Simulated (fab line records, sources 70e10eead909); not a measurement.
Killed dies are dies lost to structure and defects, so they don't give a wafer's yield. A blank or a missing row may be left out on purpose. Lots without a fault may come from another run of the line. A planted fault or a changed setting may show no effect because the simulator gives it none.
Tool commonality check | flow nand_harc | 2 lots, 6 wafers sampled

WHY IT WAS OPENED
At NHARC_END_SORT_01 the reading killed_at_array is flagged on 2 of 2 lots. Wafers without a fault read 58, standard deviation 20.
Rule: a lot is flagged when every wafer of it that has a number lies more than 4 standard deviations from that mean, or none has a number. The other lots count as sound.

lot  | measured     | on        | killed_at_array, wafer by wafer | flag
L780 | day 27 23:50 | prober-02 | 673 674 675                     | FLAGGED
L781 | day 28 10:50 | prober-01 | 669 664 669                     | FLAGGED
The numbers of the flagged lots are 671 on average: +613 against the usual, or +31 standard deviations.

WHICH TOOL RAN EACH LOT
The record holds 2 process steps before the reading, out of a route of 1302 steps. In each cell: the tool, then ch and the chambers that the sampled wafers went through, then the start.
lot  | flag    | NHARC_A_CHANNEL_HOLE_D1_DEP_01  | NHARC_THIN_TSV_DESCUM_35
L780 | FLAGGED | pecvd-03 ch 0,1,2, day 12 07:47 | no row
L781 | FLAGGED | pecvd-03 ch 0,1,2, day 12 13:34 | no row
What these steps do:
- NHARC_A_CHANNEL_HOLE_D1_DEP_01: deposits SiON, target thk 140 nm.
- NHARC_THIN_TSV_DESCUM_35: chemistry O2, time 3 s.
- NHARC_END_SORT_01

FLAGGED OVER TOTAL, TOOL BY TOOL (the gauges that took the reading come last)
step                           | tool      | lots run | flagged | share of the flagged lots | sound lots run after its first flagged lot
NHARC_A_CHANNEL_HOLE_D1_DEP_01 | pecvd-03  | 2        | 2       | all                       | 0
NHARC_END_SORT_01              | prober-01 | 1        | 1       | some                      | 0
NHARC_END_SORT_01              | prober-02 | 1        | 1       | some                      | 0

WHAT THE TABLE ALLOWS
1 row of the table ran every flagged lot: pecvd-03 at NHARC_A_CHANNEL_HOLE_D1_DEP_01.
- pecvd-03 at NHARC_A_CHANNEL_HOLE_D1_DEP_01: 2 of its 2 lots flagged. It ran no sound lot before its first flagged lot in this sample, so the start can't be narrowed down.
One tool is left: pecvd-03 at NHARC_A_CHANNEL_HOLE_D1_DEP_01.

WHAT THE SIMULATOR HAD PUT IN
Process parameter drift: pecvd-03, from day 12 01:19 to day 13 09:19, at NHARC_A_CHANNEL_HOLE_D1_DEP_01. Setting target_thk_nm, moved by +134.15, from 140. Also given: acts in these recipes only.
Lots struck among those shown: L780, L781. The rule above found the same.
